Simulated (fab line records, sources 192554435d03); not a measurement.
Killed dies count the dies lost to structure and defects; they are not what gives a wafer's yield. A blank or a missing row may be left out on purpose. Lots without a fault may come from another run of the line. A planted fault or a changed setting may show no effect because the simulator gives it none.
fab line records	flow n5_finfet
record: lots: 7	wafers: 21
route steps=1938 shown BEOL_M0_SAQP@638 BEOL_M0_CUTY@705 BEOL_M0@715 BEOL_M1@768 BEOL_M3@937
start_h: the number of hours between the record's first day and the start of the first shown wafer of the lot	wait_h: hours from the lot's prior step to this one	" same as the row above	L1.1+2: several wafers, shown together as one row	- either no value or no given start	* or withheld: withheld	< > ~ a bound
route shown NAME@n: a module of which the file shows steps, and the number in the route of the first	usual: the fault-free wafers' mean and standard deviation	same: alike in all rows	chamber/n: place in a boat	sites: readings site by site	_std_site: the standard deviation of these	_edge_site: outer sites' mean less inner sites'	radius_mm: for every site, how far away it sits from the centre of the wafer	mask NAME#n: copy n	behind: tool/chamber where the wafer was last shaped	hold: reason for holding the lot/hours on hold/outcome of the hold	device: which transistor (n, p or np) failed to switch	end of line: the same wafers' tests at the end of the route	a step without rows: its recipe alone	killed: dies lost to structure and defects at the first sort, not the wafer's yield	map: the dies of a wafer, with x for killed, . for not killed, _ for no die there
set.NAME: the setting as run; set.NAME@STEP: as run at that earlier step	model.NAME: the simulator's own value behind a step, which no gauge read
lots whose settings were changed on purpose; a table a step, a row a wafer
== steps ==
step: N5_BEOL_M0_SAQP_PECVD_04
recipe: material: a-Si	target_thk_a: 600	temp_c: 350	precursor: SiH4/He	pressure_torr: 3	rf_w: 100	time_s: 60.2
lot.wafer	tool	chamber	start_h	wait_h	set.time_s	model.a-Si_of_BEOL_M0_SAQP_PECVD_04.thk_nm
L074.2	pecvd-01	2	103.97	0.0	53.87	54.8
L074.3	"	0	"	"	53.87	52.6
L074.5	"	1	"	"	53.87	54.2
L081.1	pecvd-01	1	152.56	0.0	60.2	59.2
L081.2	"	0	"	"	60.2	58.8
L081.4	"	0	"	"	60.2	60.2
L086.3	pecvd-01	0	179.74	0.0	60.2	60
L086.5	"	0	"	"	60.2	60.6
L086.6	"	1	"	"	60.2	60.4
L087.3	pecvd-01	2	183.37	0.0	60.2	60.4
L087.4+5	"	2,0	"	"	60.2	61
L089.3+4	pecvd-02	1	194.75	0.0	60.2	60.8
L089.6	"	0	"	"	60.2	62
L090.2	pecvd-03	0	205.06	0.0	56.88	54.4
L090.3	"	2	"	"	60.2	60.4
L090.6	"	0	"	"	60.2	59
L093.3	pecvd-02	2	218.62	0.1	53.21	53
L093.4	"	0	"	"	53.21	54.4
L093.6	"	0	"	"	60.2	62.6
step: N5_BEOL_M0_SAQP_THK_MEAS_05
usual: thk_nm: 60.3/0.98
lot.wafer	tool	chamber	start_h	wait_h	set.time_s@BEOL_M0_SAQP_PECVD_04	thk_nm
L074.2	film_metro-01	-	104.07	0.1	53.87	54.8
L074.3	"	-	"	"	53.87	52.6
L074.5	"	-	"	"	53.87	54.2
L081.1	film_metro-02	-	152.69	0.1	60.2	59.1
L081.2	"	-	"	"	60.2	58.7
L081.4	"	-	"	"	60.2	60.1
L086.3	film_metro-02	-	179.84	0.1	60.2	60.0
L086.5	"	-	"	"	60.2	60.7
L086.6	"	-	"	"	60.2	60.4
L087.3	film_metro-01	-	183.47	0.1	60.2	60.4
L087.4	"	-	"	"	60.2	61.0
L087.5	"	-	"	"	60.2	61.1
L089.3	film_metro-02	-	194.84	0.1	60.2	60.7
L089.4	"	-	"	"	60.2	60.6
L089.6	"	-	"	"	60.2	62.0
L090.2	film_metro-02	-	205.19	0.1	56.88	54.5
L090.3	"	-	"	"	60.2	60.4
L090.6	"	-	"	"	60.2	59.1
L093.3	film_metro-02	-	218.71	0.1	53.21	52.9
L093.4	"	-	"	"	53.21	54.4
L093.6	"	-	"	"	60.2	62.6
step: N5_BEOL_M0_SAQP_HM_DEP_111
recipe: material: SiO2	target_thk_a: 120	temp_c: 400	precursor: SiH4/N2O	pressure_torr: 0.75	rf_w: 275	time_s: 7.2
step: N5_BEOL_M0_SAQP_COAT_81
recipe: resist: SOC	temp_c: 250	time_s: 60	spin_rpm: 1500	resist_thk_nm: 100
step: N5_BEOL_M0_SAQP_ETCH_84
recipe: chemistry: N2/H2	target: SOC	target_depth_a: 1000	overetch_a: 200	mask_material: SiARC	temp_c: 40	time_s: 150	ion_energy_ev: 200	pressure_mtorr: 30	source_w: 840	bias_w: 150	n2_flow_sccm: 200	h2_flow_sccm: 200
step: N5_BEOL_M0_SAQP_STRIP_80
recipe: chemistry: N2/H2	temp_c: 40	n2_flow_sccm: 200	h2_flow_sccm: 200	rf_frequency_hz: 6e+07
step: N5_BEOL_M0_SAQP_HM_OPEN_112
recipe: chemistry: CHF3/O2	target: SiO2	stop_on: a-Si	target_depth_a: 120	over_etch_frac: 1.25	mask_material: SOC	time_s: 13.5	pressure_mtorr: 30	source_w: 650	bias_w: 170	Ar_flow_sccm: 200	CHF3_flow_sccm: 50	O2_flow_sccm: 5	ion_energy_ev: 200	ends: end_point
lot.wafer	tool	chamber	start_h	wait_h	set.time_s@BEOL_M0_SAQP_PECVD_04	model.a-Si_of_BEOL_M0_SAQP_PECVD_04.thk_nm
L074.2	rie_diel-06	2	104.83	0.0	53.87	54.8
L074.3	"	1	"	"	53.87	52.6
L074.5	"	2	"	"	53.87	54.2
L081.1	rie_diel-05	0	153.72	0.0	60.2	59.2
L081.2	"	2	"	"	60.2	58.8
L081.4	"	3	"	"	60.2	60
L086.3	rie_diel-05	2	181.89	0.0	60.2	60
L086.5	"	2	"	"	60.2	60.6
L086.6	"	1	"	"	60.2	60.4
L087.3	rie_diel-02	3	185.23	0.0	60.2	60.4
L087.4+5	"	1,2	"	"	60.2	61
L089.3	rie_diel-05	0	195.48	0.0	60.2	60.8
L089.4	"	3	"	"	60.2	60.6
L089.6	"	2	"	"	60.2	62
L090.2	rie_diel-06	2	206.02	0.0	56.88	54.4
L090.3	"	1	"	"	60.2	60.4
L090.6	"	3	"	"	60.2	59
L093.3	rie_diel-02	0	219.49	0.0	53.21	52.8
L093.4	"	2	"	"	53.21	54.4
L093.6	"	0	"	"	60.2	62.6
step: N5_BEOL_M0_SAQP_STRIP_113
recipe: chemistry: CHF3/O2	resist: SiARC	rf_frequency_hz: 6e+07
step: N5_BEOL_M0_SAQP_MANDREL_ETCH_20
recipe: target_depth_a: 600	chemistry: HBr/Cl2	target: a-Si	stop_on: SiNx	bt_time_s: 10	mask_material: SOC	over_etch_frac: 0.5	time_s: 30	pressure_mtorr: 10	icp_w: 800	bias_w: 75	HBr_flow_sccm: 150	Cl2_flow_sccm: 80	ends: end_point
lot.wafer	tool	chamber	start_h	wait_h	set.time_s@BEOL_M0_SAQP_PECVD_04	model.etch.depth_nm
L074.2	rie_si-04	2	104.91	0.0	53.87	54.84
L074.3	"	0	"	"	53.87	52.57
L074.5	"	2	"	"	53.87	54.17
L081.1	rie_si-05	2	153.81	0.0	60.2	59.1
L081.2	"	1	"	"	60.2	58.75
L081.4	"	3	"	"	60.2	60.06
L086.3	rie_si-04	0	181.98	0.0	60.2	59.97
L086.5	"	0	"	"	60.2	60.66
L086.6	"	3	"	"	60.2	60.34
L087.3	rie_si-05	1	185.31	0.0	60.2	60.39
L087.4	"	2	"	"	60.2	61.04
L087.5	"	3	"	"	60.2	61
L089.3	rie_si-05	1	195.56	0.0	60.2	60.71
L089.4	"	2	"	"	60.2	60.58
L089.6	"	2	"	"	60.2	61.92
L090.2	rie_si-04	3	206.10	0.0	56.88	54.49
L090.3	"	0	"	"	60.2	60.34
L090.6	"	0	"	"	60.2	58.91
L093.3	rie_si-02	1	219.58	0.0	53.21	52.87
L093.4	"	0	"	"	53.21	54.48
L093.6	"	3	"	"	60.2	62.65
step: N5_BEOL_M0_SAQP_SPACER1_ALD_98
recipe: material: SiO2	target_thk_a: 128	temp_c: 300	ald_precursor_family: BDEAS	ald_co_reactant: O2-plasma	pulse_time_s: 1	purge_time_s: 2	co_reactant_purge_time_s: 2	ald_cycles: 138	pressure_torr: 2
lot.wafer	tool	chamber	start_h	wait_h	set.ald_cycles	model.SiO2_of_BEOL_M0_SAQP_SPACER1_ALD_98.thk_nm
L074.2+5	ald_sin-04	2,1	106.02	0.8	138	12.6
L074.3	"	3	"	"	150	13.8
L081.1+2+4	ald_sin-04	1,0,3	155.06	0.5	138	12.8
L086.3+5	ald_sin-04	0,3	182.70	0.1	138	12.8
L086.6	"	2	"	"	157	14.6
L087.3	ald_sin-01	0	186.08	0.1	138	12.8
L087.4+5	"	1,3	"	"	118	11
L089.3	ald_sin-01	2	196.21	0.1	138	12.6
L089.4	"	0	"	"	146	13.6
L089.6	"	3	"	"	138	12.8
L090.2+3+6	ald_sin-03	2,1,0	206.90	0.4	138	12.8
L093.3	ald_sin-01	2	220.35	0.3	128	11.8
L093.4+6	"	1,2	"	"	138	12.8
step: N5_BEOL_M0_SAQP_SPACER1_ETCHBACK_99
recipe: chemistry: CHF3/O2	mode: anisotropic_etchback	target: SiO2	target_depth_a: 154	time_s: 7.7	pressure_mtorr: 30	source_w: 650	bias_w: 170	Ar_flow_sccm: 200	CHF3_flow_sccm: 50	O2_flow_sccm: 5	ion_energy_ev: 200
step: N5_BEOL_M0_SAQP_MANDREL1_REMOVE_100
recipe: chemistry: HBr/Cl2/O2	bt_time_s: 10	target: a-Si	stop_on: SiNx	endpoint: OES-SiCl	over_etch_frac: 0.85	icp_w: 600	bias_w: 30	HBr_flow_sccm: 150	Cl2_flow_sccm: 80	O2_flow_sccm: 5	pressure_mtorr: 10
lot.wafer	tool	chamber	start_h	wait_h	set.ald_cycles@BEOL_M0_SAQP_SPACER1_ALD_98	model.BEOL_M0_SAQP.cd_nm
L074.2	rie_si-04	1	106.59	0.1	138	13
L074.3	"	3	"	"	150	13.8
L074.5	"	3	"	"	138	12.8
L081.1+4	rie_si-04	2,0	155.62	0.1	138	12.8
L081.2	"	3	"	"	138	12.6
L086.3	rie_si-05	3	183.31	0.1	138	12.6
L086.5	"	2	"	"	138	12.8
L086.6	"	1	"	"	157	14.6
L087.3	rie_si-02	1	186.68	0.1	138	13
L087.4	"	0	"	"	118	11.2
L087.5	"	2	"	"	118	11
L089.3	rie_si-02	0	196.77	0.1	138	12.8
L089.4	"	3	"	"	146	13.4
L089.6	"	2	"	"	138	12.6
L090.2+3	rie_si-05	1,0	207.47	0.1	138	12.8
L090.6	"	0	"	"	138	12.6
L093.3	rie_si-05	1	221.00	0.1	128	11.8
L093.4+6	"	3	"	"	138	12.6
step: N5_BEOL_M0_SAQP_CD_MEAS_25
recipe: target_cd_nm: 13.1	landing_energy_ev: 1000	detector: se_inlens
usual: cd_nm: 12.77/0.23
lot.wafer	tool	chamber	start_h	wait_h	set.ald_cycles@BEOL_M0_SAQP_SPACER1_ALD_98	cd_nm
L074.2	cd_sem-01	0	106.70	0.1	138	12.81
L074.3	"	0	"	"	150	13.66
L074.5	"	0	"	"	138	12.60
L081.1	cd_sem-02	0	155.73	0.1	138	12.63
L081.2	"	0	"	"	138	12.68
L081.4	"	0	"	"	138	12.71
L086.3	cd_sem-02	0	183.42	0.1	138	12.73
L086.5	"	0	"	"	138	13.00
L086.6	"	0	"	"	157	14.63
L087.3	cd_sem-02	0	186.79	0.1	138	13.17
L087.4	"	0	"	"	118	11.38
L087.5	"	0	"	"	118	11.10
L089.3	cd_sem-03	0	196.89	0.1	138	12.65
L089.4	"	0	"	"	146	13.18
L089.6	"	0	"	"	138	12.71
L090.2	cd_sem-03	0	207.59	0.1	138	12.65
L090.3	"	0	"	"	138	12.81
L090.6	"	0	"	"	138	12.90
L093.3	cd_sem-01	0	221.11	0.1	128	11.62
L093.4	"	0	"	"	138	13.15
L093.6	"	0	"	"	138	12.38
step: N5_BEOL_M0_SAQP_ETCH_101
recipe: chemistry: CH3F/O2	target: SiNx	mask_material: SiO2	target_depth_a: 299	time_s: 42.7	pressure_mtorr: 30	source_w: 395	bias_w: 73	Ar_flow_sccm: 150	CH3F_flow_sccm: 30	O2_flow_sccm: 20	ion_energy_ev: 120
step: N5_BEOL_M0_SAQP_ETCH_102
recipe: chemistry: CF4	target: SiO2	target_depth_a: 40	ion_energy_ev: 350	time_s: 4.4	pressure_mtorr: 10	icp_w: 800	bias_w: 400	cf4_flow_sccm: 80
step: N5_BEOL_M0_SAQP_MANDREL_ETCH_103
recipe: chemistry: HBr/Cl2	target: a-Si	target_depth_a: 450	bt_time_s: 10	stop_on: SiCN	mask_material: SiO2	over_etch_frac: 0.8	time_s: 27	pressure_mtorr: 10	icp_w: 800	bias_w: 75	HBr_flow_sccm: 150	Cl2_flow_sccm: 80	ends: end_point
lot.wafer	tool	chamber	start_h	wait_h	set.time_s@BEOL_M0_SAQP_PECVD_03	model.SiCN_of_BEOL_M0_SAQP_PECVD_03.thk_nm
L074.2	rie_si-05	3	106.87	0.0	21.1	8.2
L074.3+5	"	1,2	"	"	23.27	9.8
L081.1	rie_si-05	3	156.05	0.0	21.1	8.8
L081.2	"	1	"	"	21.1	8.6
L081.4	"	1	"	"	21.1	9
L086.3+6	rie_si-04	3,2	183.76	0.0	20.13	8.6
L086.5	"	1	"	"	21.1	9
L087.3	rie_si-05	1	186.97	0.0	21.1	8.8
L087.4+5	"	1,2	"	"	21.1	9
L089.3+6	rie_si-05	3	197.06	0.0	20.03	7.8
L089.4	"	2	"	"	21.1	8.6
L090.2	rie_si-04	2	207.77	0.0	21.1	9
L090.3	"	3	"	"	21.1	8.8
L090.6	"	3	"	"	21.1	9.2
L093.3	rie_si-02	1	221.29	0.0	18.16	7
L093.4	"	2	"	"	21.1	8.6
L093.6	"	3	"	"	18.16	7.2
step: N5_BEOL_M0_SAQP_RECESS_104
recipe: chemistry: HF/NH3	target: SiO2	target_depth_a: 180	afs_cycles: 3	temp_c: 30	sublimation_temp_c: 180	sublimation_time_s: 60
lot.wafer	tool	chamber	start_h	wait_h	set.time_s@BEOL_M0_SAQP_PECVD_03	model.SiCN_of_BEOL_M0_SAQP_PECVD_03.thk_nm
L074.2	vapor_etch-01	0	106.95	0.1	21.1	7.8
L074.3+5	"	1	"	"	23.27	9.6
L081.1+4	vapor_etch-01	0,1	156.13	0.1	21.1	8.6
L081.2	"	1	"	"	21.1	8.2
L086.3	vapor_etch-01	0	183.97	0.2	20.13	8.2
L086.5	"	0	"	"	21.1	8.8
L086.6	"	1	"	"	20.13	8.4
L087.3	vapor_etch-02	0	187.17	0.2	21.1	8.4
L087.4+5	"	1	"	"	21.1	8.8
L089.3	vapor_etch-02	1	197.26	0.2	20.03	7.6
L089.4	"	0	"	"	21.1	8.2
L089.6	"	0	"	"	20.03	7.4
L090.2	vapor_etch-02	1	207.85	0.1	21.1	8.6
L090.3	"	0	"	"	21.1	8.4
L090.6	"	1	"	"	21.1	9
L093.3	vapor_etch-01	0	221.49	0.2	18.16	6.6
L093.4	"	1	"	"	21.1	8.4
L093.6	"	0	"	"	18.16	6.8
step: N5_BEOL_M0_SAQP_COAT_105
recipe: resist: SOC	temp_c: 250	time_s: 60	spin_rpm: 1500	resist_thk_nm: 100
lot.wafer	tool	chamber	start_h	wait_h	set.spin_rpm	model.SOC_of_BEOL_M0_SAQP_COAT_105.thk_nm
L074.2	litho_track-01	0	107.34	0.3	1500	99.6
L074.3+5	"	0	"	"	1500	100
L081.1	litho_track-02	0	156.51	0.3	1500	99.4
L081.2+4	"	0	"	"	1500	99.6
L086.3+5	litho_track-01	0	184.24	0.2	1500	99.8
L086.6	"	0	"	"	1500	100
L087.3	litho_track-02	0	187.45	0.2	1500	100
L087.4	"	0	"	"	1500	100.2
L087.5	"	0	"	"	1500	99.8
L089.3	litho_track-02	0	197.53	0.2	1616	96.2
L089.4	"	0	"	"	1500	99.8
L089.6	"	0	"	"	1500	100
L090.2+6	litho_track-02	0	208.23	0.3	1500	100.2
L090.3	"	0	"	"	1500	100
L093.3	litho_track-05	0	221.76	0.2	1500	100.2
L093.4+6	"	0	"	"	1361	105.2
step: N5_BEOL_M0_CUTY_EXPOSE_54
recipe: mask_id: M0_ABLK	na: 1.35	source_shape: conventional	sigma_outer: 0.8	polarization: unpolarized	dose_mj: 36
lot.wafer	tool	chamber	start_h	wait_h	mask	set.dose_mj
L074.2+3+5	arfi_scanner-02	0	110.27	-	M0_ABLK#0	36
L081.1+2+4	arfi_scanner-01	0	160.24	-	M0_ABLK#0	36
L086.3	arfi_scanner-02	0	187.99	-	M0_ABLK#0	36
L086.5+6	"	0	"	"	M0_ABLK#0	33.31
L087.3	arfi_scanner-01	0	191.45	-	M0_ABLK#0	36.79
L087.4+5	"	0	"	"	M0_ABLK#0	36
L089.3+4	arfi_scanner-02	0	200.62	-	M0_ABLK#0	36.98
L089.6	"	0	"	"	M0_ABLK#0	36
L090.2+3+6	arfi_scanner-03	0	211.56	-	M0_ABLK#0	36
L093.3	arfi_scanner-02	0	224.50	-	M0_ABLK#0	38.57
L093.4+6	"	0	"	"	M0_ABLK#0	36
step: N5_BEOL_M0_CUTY_PEB_55
recipe: peb_temp_c: 110	peb_time_s: 60	resist: CAR-ArF-block
step: N5_BEOL_M0_CUTY_DEVELOP_56
recipe: develop_time_s: 30	developer: TMAH	resist: CAR-ArF-block	rinse_liquid: diw	dry: air_spin	dev_temp_c: 23
step: N5_BEOL_M0_CUTY_CD_MEAS_57
recipe: target_cd_nm: 200	landing_energy_ev: 500	detector: se_inlens	polarity: line
usual: cd_nm: 199.5/1.1
lot.wafer	tool	chamber	start_h	wait_h	set.dose_mj@BEOL_M0_CUTY_EXPOSE_54	cd_nm
L074.2	cd_sem-02	0	110.39	-	36	198.4
L074.3	"	0	"	"	36	200.0
L074.5	"	0	"	"	36	199.7
L081.1	cd_sem-02	0	160.37	-	36	198.3
L081.2	"	0	"	"	36	199.6
L081.4	"	0	"	"	36	198.4
L086.3	cd_sem-03	0	188.11	-	36	199.1
L086.5	"	0	"	"	33.31	203.6
L086.6	"	0	"	"	33.31	202.0
L087.3	cd_sem-03	0	191.57	-	36.79	199.3
L087.4	"	0	"	"	36	199.9
L087.5	"	0	"	"	36	200.4
L089.3	cd_sem-03	0	200.73	-	36.98	197.3
L089.4	"	0	"	"	36.98	197.8
L089.6	"	0	"	"	36	198.9
L090.2	cd_sem-03	0	211.68	-	36	200.0
L090.3	"	0	"	"	36	199.0
L090.6	"	0	"	"	36	200.7
L093.3	cd_sem-03	0	224.61	-	38.57	196.2
L093.4	"	0	"	"	36	201.5
L093.6	"	0	"	"	36	201.0
step: N5_BEOL_M0_ETCH_138
recipe: chemistry: CH3F/O2	target_depth_a: 120	target: SiCN	time_s: 31.6	ion_energy_ev: 120	pressure_mtorr: 30	source_w: 395	bias_w: 75	Ar_flow_sccm: 150	CH3F_flow_sccm: 30	O2_flow_sccm: 20	ends: cleared
usual: rf_vpp_V: 297.5/1.6
lot.wafer	tool	chamber	start_h	wait_h	set.bias_w	rf_vpp_V
L074.2	rie_diel-03	1	110.71	0.0	79.36	305.9
L074.3	"	2	"	"	75	297.6
L074.5	"	1	"	"	79.36	305.9
L081.1	rie_diel-03	1	161.12	0.0	75	295.9
L081.2	"	0	"	"	75	297.6
L081.4	"	3	"	"	75	296.4
L086.3	rie_diel-04	0	188.40	0.0	84.09	319.1
L086.5	"	1	"	"	75	295.2
L086.6	"	2	"	"	75	297.4
L087.3	rie_diel-01	1	191.86	0.0	75	299.4
L087.4	"	0	"	"	75	295.9
L087.5	"	1	"	"	75	300.5
L089.3	rie_diel-01	0	201.02	0.0	66.25	274.4
L089.4	"	2	"	"	66.25	273.7
L089.6	"	0	"	"	75	295.6
L090.2	rie_diel-04	3	212.06	0.0	75	300.0
L090.3	"	0	"	"	88.34	328.8
L090.6	"	0	"	"	88.34	329.2
L093.3	rie_diel-03	2	224.90	0.0	64.52	272.3
L093.4	"	3	"	"	64.52	268.7
L093.6	"	0	"	"	75	297.5
step: N5_BEOL_M1_ETCH_74
recipe: chemistry: N2/H2	target: underlayer	target_depth_a: 65	mask_material: CAR-EUV	time_s: 5.2	ion_energy_ev: 200	pressure_mtorr: 30	source_w: 840	bias_w: 150	n2_flow_sccm: 200	h2_flow_sccm: 200	ends: cleared
usual: rf_vpp_V: 524.6/3
lot.wafer	tool	chamber	start_h	wait_h	set.bias_w	rf_vpp_V
L074.2	rie_diel-02	2	135.16	0.0	150	527.5
L074.3	"	1	"	"	150	525.8
L074.5	"	3	"	"	150	521.8
L081.1	rie_diel-06	2	168.71	0.0	150	521.5
L081.2	"	0	"	"	150	526.3
L081.4	"	1	"	"	150	528.4
L086.3	rie_diel-05	3	195.83	0.0	132.3	482.3
L086.5	"	2	"	"	132.3	486.5
L086.6	"	1	"	"	150	525.8
L087.3	rie_diel-06	0	198.52	0.0	150	521.7
L087.4	"	3	"	"	150	527.7
L087.5	"	1	"	"	172.9	573.3
L089.3	rie_diel-02	0	208.09	0.0	129.3	474.0
L089.4	"	3	"	"	129.3	473.0
L089.6	"	1	"	"	150	528.2
L090.2	rie_diel-06	2	221.22	0.0	150	523.7
L090.3	"	1	"	"	150	528.5
L090.6	"	1	"	"	150	527.9
L093.3	rie_diel-06	3	236.40	0.0	164.5	555.2
L093.4	"	1	"	"	150	525.8
L093.6	"	3	"	"	150	522.3
step: N5_BEOL_M1_ETCH_64
recipe: chemistry: N2/H2	target: SOC	target_depth_a: 750	overetch_a: 150	mask_material: SiARC	temp_c: 40	time_s: 112.5	ion_energy_ev: 200	pressure_mtorr: 30	source_w: 840	bias_w: 150	n2_flow_sccm: 200	h2_flow_sccm: 200
usual: rf_vpp_V: 524.6/2.6
lot.wafer	tool	chamber	start_h	wait_h	set.source_w	rf_vpp_V
L074.2	rie_diel-02	2	135.20	0.0	754	545.1
L074.3	"	1	"	"	840	527.4
L074.5	"	3	"	"	840	521.1
L081.1	rie_diel-06	2	168.75	0.0	840	524.0
L081.2	"	0	"	"	840	525.0
L081.4	"	1	"	"	840	527.5
L086.3	rie_diel-05	3	195.87	0.0	840	522.5
L086.5	"	2	"	"	948.4	506.4
L086.6	"	1	"	"	840	527.4
L087.3	rie_diel-06	0	198.56	0.0	840	524.6
L087.4	"	3	"	"	840	526.0
L087.5	"	1	"	"	840	528.2
L089.3	rie_diel-02	0	208.13	0.0	840	519.5
L089.4	"	3	"	"	739.4	544.3
L089.6	"	1	"	"	739.4	549.8
L090.2	rie_diel-06	2	221.27	0.0	840	524.2
L090.3	"	1	"	"	840	527.2
L090.6	"	1	"	"	840	527.5
L093.3	rie_diel-06	3	236.44	0.0	840	524.0
L093.4	"	1	"	"	738.8	549.4
L093.6	"	3	"	"	840	524.6
step: N5_BEOL_M3_COAT_73
recipe: resist: underlayer	temp_c: 205	time_s: 60	spin_rpm: 1500	resist_thk_nm: 5
lot.wafer	tool	chamber	start_h	wait_h	set.spin_rpm
L074.2+5	litho_track-01	0	-	-	1500
L074.3	"	0	"	"	1392
L081.1+2+4	litho_track-04	0	-	-	1500
L086.3+5	litho_track-04	0	-	-	1565
L086.6	"	0	"	"	1500
L087.3+4+5	litho_track-01	0	-	-	1500
L089.3+4	litho_track-03	0	-	-	1611
L089.6	"	0	"	"	1500
L090.2+3	litho_track-04	0	-	-	1500
L090.6	"	0	"	"	1423
L093.3+4	litho_track-03	0	-	-	1500
L093.6	"	0	"	"	1567
== key ==
split: step: N5_BEOL_M0_SAQP_PECVD_04	setting: time_s	stated: 60.2	by: wafer
response: step: N5_BEOL_M0_SAQP_PECVD_04	reading: model.a-Si_of_BEOL_M0_SAQP_PECVD_04.thk_nm	change: +0.802	per: 1%	r: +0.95
response: step: N5_BEOL_M0_SAQP_THK_MEAS_05	reading: thk_nm	change: *	per: 1%	r: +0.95
response: step: N5_BEOL_M0_SAQP_HM_OPEN_112	reading: model.a-Si_of_BEOL_M0_SAQP_PECVD_04.thk_nm	change: +0.809	per: 1%	r: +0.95
response: step: N5_BEOL_M0_SAQP_MANDREL_ETCH_20	reading: model.etch.depth_nm	change: +0.802	per: 1%	r: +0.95
split: step: N5_BEOL_M0_SAQP_SPACER1_ALD_98	setting: ald_cycles	stated: 138	by: wafer
response: step: N5_BEOL_M0_SAQP_SPACER1_ALD_98	reading: model.SiO2_of_BEOL_M0_SAQP_SPACER1_ALD_98.thk_nm	change: +0.131	per: 1%	r: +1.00
response: step: N5_BEOL_M0_SAQP_MANDREL1_REMOVE_100	reading: model.BEOL_M0_SAQP.cd_nm	change: +0.127	per: 1%	r: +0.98
response: step: N5_BEOL_M0_SAQP_CD_MEAS_25	reading: cd_nm	change: +0.128	per: 1%	r: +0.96
split: step: N5_BEOL_M0_SAQP_COAT_105	setting: spin_rpm	stated: 1500	by: wafer
response: step: N5_BEOL_M0_SAQP_COAT_105	reading: model.SOC_of_BEOL_M0_SAQP_COAT_105.thk_nm	change: -0.514	per: 1%	r: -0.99
split: step: N5_BEOL_M0_CUTY_EXPOSE_54	setting: dose_mj	stated: 36	by: wafer
response: step: N5_BEOL_M0_CUTY_CD_MEAS_57	reading: cd_nm	change: -0.582	per: 1%	r: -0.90
split: step: N5_BEOL_M0_ETCH_138	setting: bias_w	stated: 75	by: wafer
response: step: N5_BEOL_M0_ETCH_138	reading: rf_vpp_V	change: +1.77	per: 1%	r: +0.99
split: step: N5_BEOL_M1_ETCH_74	setting: bias_w	stated: 150	by: wafer
response: step: N5_BEOL_M1_ETCH_74	reading: rf_vpp_V	change: +3.48	per: 1%	r: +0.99
split: step: N5_BEOL_M1_ETCH_64	setting: source_w	stated: 840	by: wafer
response: step: N5_BEOL_M1_ETCH_64	reading: rf_vpp_V	change: -1.94	per: 1%	r: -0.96
split: step: N5_BEOL_M3_COAT_73	setting: spin_rpm	stated: 1500	by: wafer
response none in this file
split outside_this_file step=N5_BEOL_M0_SAQP_PECVD_03 setting=time_s
split outside_this_file: this setting was split too, and the file shows its column; the key of that split is in another file
